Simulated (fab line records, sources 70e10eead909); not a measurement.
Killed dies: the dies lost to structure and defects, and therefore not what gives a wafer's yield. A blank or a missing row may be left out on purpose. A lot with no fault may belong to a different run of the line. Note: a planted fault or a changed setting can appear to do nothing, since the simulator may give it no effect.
Chamber matching / flow nand_harc / NHARC_P_CONTACT_CMP_01 on cmp-01 has 4 sister chambers
The step polishes SiO2, target thk 200 nm. 8 wafers are shown with their chamber, then 12 later ones without.

EACH WAFER AND ITS CHAMBER
wafer=L081.2; chamber=1; motor_current_A (A)=12.6; edge_zone_pressure_frac=0.999
wafer=L083.1; chamber=1; motor_current_A (A)=11.9; edge_zone_pressure_frac=1.003
wafer=L087.2; chamber=2; motor_current_A (A)=10.5; edge_zone_pressure_frac=0.999
wafer=L089.3; chamber=3; motor_current_A (A)=12.4; edge_zone_pressure_frac=0.994
wafer=L089.4; chamber=2; motor_current_A (A)=9.8; edge_zone_pressure_frac=0.993
wafer=L088.2; chamber=3; motor_current_A (A)=12.4; edge_zone_pressure_frac=1.000
wafer=L088.4; chamber=0; motor_current_A (A)=11.7; edge_zone_pressure_frac=1.002
wafer=L088.5; chamber=0; motor_current_A (A)=12.5; edge_zone_pressure_frac=0.999

WAFERS MISSING THEIR CHAMBER
wafer=L090.2; motor_current_A (A)=12.6; edge_zone_pressure_frac=1.002
wafer=L090.3; motor_current_A (A)=10.4; edge_zone_pressure_frac=0.997
wafer=L090.4; motor_current_A (A)=12.4; edge_zone_pressure_frac=0.991
wafer=L095.1; motor_current_A (A)=12.2; edge_zone_pressure_frac=1.006
wafer=L095.3; motor_current_A (A)=12.4; edge_zone_pressure_frac=1.003
wafer=L095.5; motor_current_A (A)=12.2; edge_zone_pressure_frac=1.006
wafer=L097.1; motor_current_A (A)=12.0; edge_zone_pressure_frac=1.004
wafer=L097.4; motor_current_A (A)=12.2; edge_zone_pressure_frac=1.000
wafer=L097.5; motor_current_A (A)=10.4; edge_zone_pressure_frac=1.001
wafer=L096.2; motor_current_A (A)=12.2; edge_zone_pressure_frac=0.997
wafer=L096.5; motor_current_A (A)=10.9; edge_zone_pressure_frac=0.999
wafer=L096.6; motor_current_A (A)=12.1; edge_zone_pressure_frac=1.000

WHICH CHAMBER EACH WENT THROUGH
wafer=L090.2; from the rows above=can't be placed: 1 or 0 or 3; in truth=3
wafer=L090.3; from the rows above=2; in truth=2
wafer=L090.4; from the rows above=can't be placed: 3 or 0 or 1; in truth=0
wafer=L095.1; from the rows above=can't be placed: 1 or 0 or 3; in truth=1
wafer=L095.3; from the rows above=can't be placed: 1 or 0 or 3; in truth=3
wafer=L095.5; from the rows above=can't be placed: 1 or 0 or 3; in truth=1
wafer=L097.1; from the rows above=can't be placed: 1 or 0 or 3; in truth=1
wafer=L097.4; from the rows above=can't be placed: 0 or 1 or 3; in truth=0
wafer=L097.5; from the rows above=2; in truth=2
wafer=L096.2; from the rows above=can't be placed: 3 or 0 or 1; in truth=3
wafer=L096.5; from the rows above=can't be placed: 2 or 0 or 1 or 3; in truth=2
wafer=L096.6; from the rows above=can't be placed: 0 or 1 or 3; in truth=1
Placed correctly: 2 of 12. Cannot be placed on the basis of these rows: 10; the candidates contain the true chamber in 10. 0 placed wrongly.
How it was worked out, from the rows above alone: a wafer's distance from a chamber is the root of the sum, over the readings, of the square of ((its reading less the chamber's mean) divided by the reading's scatter). If the next closest chamber is less than 2 further off than the closest, the wafer can't be placed; otherwise it belongs to the closest. A chamber's mean is the mean of its shown wafers. How the scatter is found: for the shown wafers, subtract from each reading the mean of its chamber, square and add these, divide the total by (wafers less chambers), then take the root.
